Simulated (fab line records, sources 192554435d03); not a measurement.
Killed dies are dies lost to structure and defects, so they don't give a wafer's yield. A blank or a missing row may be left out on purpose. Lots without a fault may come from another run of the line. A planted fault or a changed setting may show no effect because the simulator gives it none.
Chamber matching | flow n5_finfet | N5_MOL_CONTACT_COAG_ETCH_106 on rie_diel-01: 4 sister chambers
The step etches SOC in N2/H2, target depth 80 nm, overetch 16 nm, time 120 s. 7 wafers are shown with their chamber, then 8 later ones without.

WAFERS WITH THEIR CHAMBER
wafer  | chamber | drypump_motor_current_A (A) | throttle_valve_pct (%)
L077.2 | 1       | 6.1                         | 18.10
L077.4 | 2       | 6.3                         | 17.69
L082.3 | 0       | 5.5                         | 17.59
L086.1 | 2       | 6.4                         | 17.71
L086.2 | 3       | 5.3                         | 17.84
L086.5 | 3       | 5.3                         | 17.83
L089.2 | 0       | 5.5                         | 17.62

WAFERS WITHOUT THEIR CHAMBER
wafer  | drypump_motor_current_A (A) | throttle_valve_pct (%)
L089.4 | 6.3                         | 17.72
L089.6 | 5.5                         | 17.60
L090.1 | 6.1                         | 18.18
L090.2 | 6.3                         | 17.73
L090.6 | 5.3                         | 17.86
L096.1 | 6.1                         | 18.17
L096.4 | 6.4                         | 17.77
L096.5 | 5.4                         | 17.64

WHICH CHAMBER EACH WENT THROUGH
wafer  | from the rows above | in truth
L089.4 | 2                   | 2
L089.6 | 0                   | 0
L090.1 | 1                   | 1
L090.2 | 2                   | 2
L090.6 | 3                   | 3
L096.1 | 1                   | 1
L096.4 | 2                   | 2
L096.5 | 0                   | 0
Placed correctly: 8 of 8. Can't be placed from these rows: 0. Placed wrongly: 0.
How it was worked out, from the rows above alone: a wafer's distance from a chamber is the root of the sum, over the readings, of the square of ((its reading less the chamber's mean) divided by the reading's scatter). The wafer belongs to the nearest chamber; if the next one is less than 2 further off, it can't be placed. A chamber's mean is the mean of its shown wafers. The scatter: the root of (the sum of the squares of (reading less its chamber's mean) over the shown wafers, divided by (wafers less chambers)).
